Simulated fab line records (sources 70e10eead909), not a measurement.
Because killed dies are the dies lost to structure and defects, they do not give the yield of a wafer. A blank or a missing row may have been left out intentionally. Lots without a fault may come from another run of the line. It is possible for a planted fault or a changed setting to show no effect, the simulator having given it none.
The tool behind it: which one? -- flow nandHarc -- 6 lots, 18 wafers sampled, at 2 steps of a route of 1159

== WHAT THE GAUGES READ, wafer by wafer ==
NHARC_P_ZERO_WELL_CD_MEAS_52 targets a cd of 2000 nm.
lot,measured,on,cdNm (nm)
L841,day 1 23:49,cdSem-02,1998.9 2000.4 1998.0
L843,day 2 11:47,cdSem-02,2000.3 2001.4 2001.5
L846,day 3 05:53,cdSem-03,1998.8 2000.9 2000.4
L851,day 4 11:32,cdSem-01,2000.8 2000.8 2000.6
L853,day 4 23:57,cdSem-02,1999.4 1999.0 2000.1
L857,day 5 23:41,cdSem-02,1999.2 1999.8 1998.5

== EACH LOT AND THE TOOL THAT RAN IT (in order: tool; ch and the chambers of the sampled wafers; start) ==
lot,NHARC_P_ZERO_WELL_EXPOSE_49
L841,"krfScanner-02 ch 0, day 1 23:40"
L843,"krfScanner-01 ch 0, day 2 11:37"
L846,"krfScanner-01 ch 0, day 3 05:43"
L851,"krfScanner-04 ch 0, day 4 11:23"
L853,"krfScanner-02 ch 0, day 4 23:48"
L857,"krfScanner-04 ch 0, day 5 23:32"
- NHARC_P_ZERO_WELL_EXPOSE_49: exposes mask P HVPW, target cd 2000 nm.

== THE ANSWER, worked out from the rows above alone ==
Rule: usual is defined by the lots themselves. Put in order of their means at a reading, lots are off if they are a third of the lots or fewer, leave a main group of 4 or more, and stand apart from it by a gap of 3 or more times the standard deviation of the main group's means; of several such gaps the widest counts. Not used: any main group whose means are identical at the precision the tables above print for the reading. Also off: a lot with no number at a reading for which 4 or more lots have one. Any other lot the step has rows for is counted as sound.
None of the lots is off at any reading shown; this tells nothing.

== WHAT THE SIMULATOR HAD INSERTED ==
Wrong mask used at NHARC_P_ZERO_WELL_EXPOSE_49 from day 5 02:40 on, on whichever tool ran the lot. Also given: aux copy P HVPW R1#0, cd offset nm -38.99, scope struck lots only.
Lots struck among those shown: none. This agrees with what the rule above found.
